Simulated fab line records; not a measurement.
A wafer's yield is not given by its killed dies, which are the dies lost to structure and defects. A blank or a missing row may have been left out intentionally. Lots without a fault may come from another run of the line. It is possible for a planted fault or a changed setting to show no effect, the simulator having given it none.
Matching of chambers    flow n5Finfet    N5_DUMMY_GATE_STRIP_41 on rieDiel-03: 4 sister chambers
The step strips in O2. 14 wafers are shown with their chamber, then 7 later ones without.

## EACH WAFER AND ITS CHAMBER
wafer   chamber  showerheadPlenumPTorr (Torr)  drypumpMotorCurrentA (A)  throttleValvePct (%)
L079.1  3        1.94                          5.2                       16.39
L079.4  2        2.20                          5.1                       16.56
L079.6  0        2.18                          5.4                       16.63
L087.2  0        2.17                          5.3                       16.65
L087.5  1        2.18                          5.4                       16.55
L087.6  0        2.17                          5.4                       16.67
L090.1  3        1.94                          5.2                       16.44
L090.3  1        2.18                          5.5                       16.55
L090.6  2        2.19                          5.1                       16.60
L091.4  0        2.17                          5.3                       16.67
L091.5  2        2.19                          5.1                       16.61
L091.6  3        1.94                          5.2                       16.44
L093.1  1        2.18                          5.5                       16.56
L093.4  2        2.19                          5.1                       16.61

SIGNATURES (means of the wafers above)
reading                chamber 0  chamber 1  chamber 2  chamber 3  scatter within a chamber
showerheadPlenumPTorr  2.1725     2.1800     2.1925     1.9400     0.00387
drypumpMotorCurrentA   5.350      5.467      5.100      5.200      0.0408
throttleValvePct       16.6550    16.5533    16.5950    16.4233    0.0213
Rule: a wafer's distance from a chamber is the root of the sum, over the readings, of the square of ((its reading less the chamber's mean) divided by the reading's scatter). If the next closest chamber is less than 2 further off than the closest, the wafer can't be placed; otherwise it belongs to the closest. The scatter: take each reading less its chamber's mean, square it, sum over the shown wafers, divide by the number of wafers less the number of chambers, and take the root.

## WAFERS WITHOUT THEIR CHAMBER
wafer   showerheadPlenumPTorr (Torr)  drypumpMotorCurrentA (A)  throttleValvePct (%)
L093.5  2.17                          5.3                       16.70
L094.2  1.93                          5.2                       16.45
L094.3  2.19                          5.2                       16.62
L094.4  2.17                          5.4                       16.69
L095.1  2.19                          5.1                       16.61
L095.3  1.93                          5.2                       16.47
L095.4  2.18                          5.5                       16.58

## WHICH CHAMBER EACH WENT THROUGH
wafer   from the rows above  in truth
L093.5  0                    0
L094.2  3                    3
L094.3  2                    2
L094.4  0                    0
L095.1  2                    2
L095.3  3                    3
L095.4  1                    1
Correct placement for 7 of the 7. Left unplaced by these rows: 0. Number placed wrongly: 0.
